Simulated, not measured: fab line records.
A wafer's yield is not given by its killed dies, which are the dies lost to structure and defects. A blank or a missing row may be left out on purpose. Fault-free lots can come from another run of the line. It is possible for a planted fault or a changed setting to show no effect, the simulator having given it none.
Struck lot and sound lot, side by side	flow n5_finfet	23 out of 1938 route steps
Sound: the wafers L165.3, L165.5, L165.6. Struck: wafers L158.2, L158.6 (left out: L158.3, a lot-mate that was not struck); the cause follows at the end.
Per side, at each step with rows, come the tool, then ch with its chambers, and then its first start. Under that, the readings that differ: sound wafers	struck wafers	difference of the means	sigmas: that difference in standard deviations of wafers without a fault.
alike: a reading whose means differ by less than 2 such deviations, as well as words and numbers matching on both sides. not compared: withheld readings; readings where some wafer has no value; bounds like >300 that might hide an equal value; numbers whose values overlap and for which the record gives no deviation.
Wherever a step has rows on one side only, a row that says differs or no value, or a row with sigmas, the two part there. Numbers that have no deviation but don't overlap get no sigmas and don't part them. Lack of a reading on every wafer of one side parts them only where that side has two or more wafers.

first, 9 steps without rows for these wafers: N5_BEOL_M9_SOFTBAKE_06 (time 60 s); N5_BEOL_M9_EXPOSE_08 (exposes mask M9); N5_BEOL_M9_PEB_09 (peb time 60 s); N5_BEOL_M9_DEVELOP_10 (develop time 30 s); N5_BEOL_M9_DESCUM_16 (chemistry O2, time 7.9 s); N5_BEOL_M9_ETCH_61 (etches SiARC in CF4, target depth 39 nm, time 65 s); N5_BEOL_M9_ETCH_62 (etches SOC in N2/H2, target depth 110 nm, overetch 22 nm, time 165 s); N5_BEOL_M9_STRIP_68 (strips in N2/H2); N5_BEOL_M9_STRIP_67 (strips in CF4).
N5_BEOL_M9_HM_OPEN_17: chemistry Cl2/BCl3, target TiN, target depth 20 nm, overetch 6 nm.
  sound on rie_metal-03 ch 0,1, day 13 22:33; struck on rie_metal-01 ch 1, day 12 14:46
  alike: drypump_motor_current_A, mfc_cl2_sccm, oes_product_au, throttle_valve_pct
  not compared: rf_hours_counter_h
then, 10 steps without rows for these wafers: N5_BEOL_M9_STRIP_19 (strips in O2); N5_BEOL_M9_COAT_63 (time 60 s, resist thk 60 nm); N5_BEOL_M9_COAT_64 (time 60 s, resist thk 12 nm); N5_BEOL_M9_COAT_75 (time 60 s, resist thk 5 nm); N5_BEOL_M9_COAT_22 (resist thk 30 nm); N5_BEOL_M9_EBR_24; N5_BEOL_M9_SOFTBAKE_23 (time 60 s); N5_BEOL_M9_EXPOSE_25 (exposes mask V8); N5_BEOL_M9_PEB_26 (peb time 60 s); N5_BEOL_M9_DEVELOP_27 (develop time 30 s).
N5_BEOL_M9_INSPECT_30: inspects for defects (brightfield).
  sound on defect_inspect-02 at day 14 00:23; struck on defect_inspect-02 at day 12 17:28
reading	sound	struck	difference	sigmas
raw_defect_count	332 347 307	658 597	+299	+4
then, 1 step without rows for these wafers: N5_BEOL_M9_DESCUM_33 (chemistry O2, time 7 s).
-- record jumps: 2 days separate the struck wafers' starts on either side; left off in module BEOL_M9, taken up again in module PASSIVATION, whose first shown step is the route's number 1936 --
N5_PASSIVATION_PROBE_49:
  record: rows for the struck wafers here (prober-02, day 15 04:43), none for the sound ones

## WHERE THEY PART
Earliest at N5_BEOL_M9_INSPECT_30; latest, in this record, at N5_PASSIVATION_PROBE_49.

WHY: what the simulator had put in
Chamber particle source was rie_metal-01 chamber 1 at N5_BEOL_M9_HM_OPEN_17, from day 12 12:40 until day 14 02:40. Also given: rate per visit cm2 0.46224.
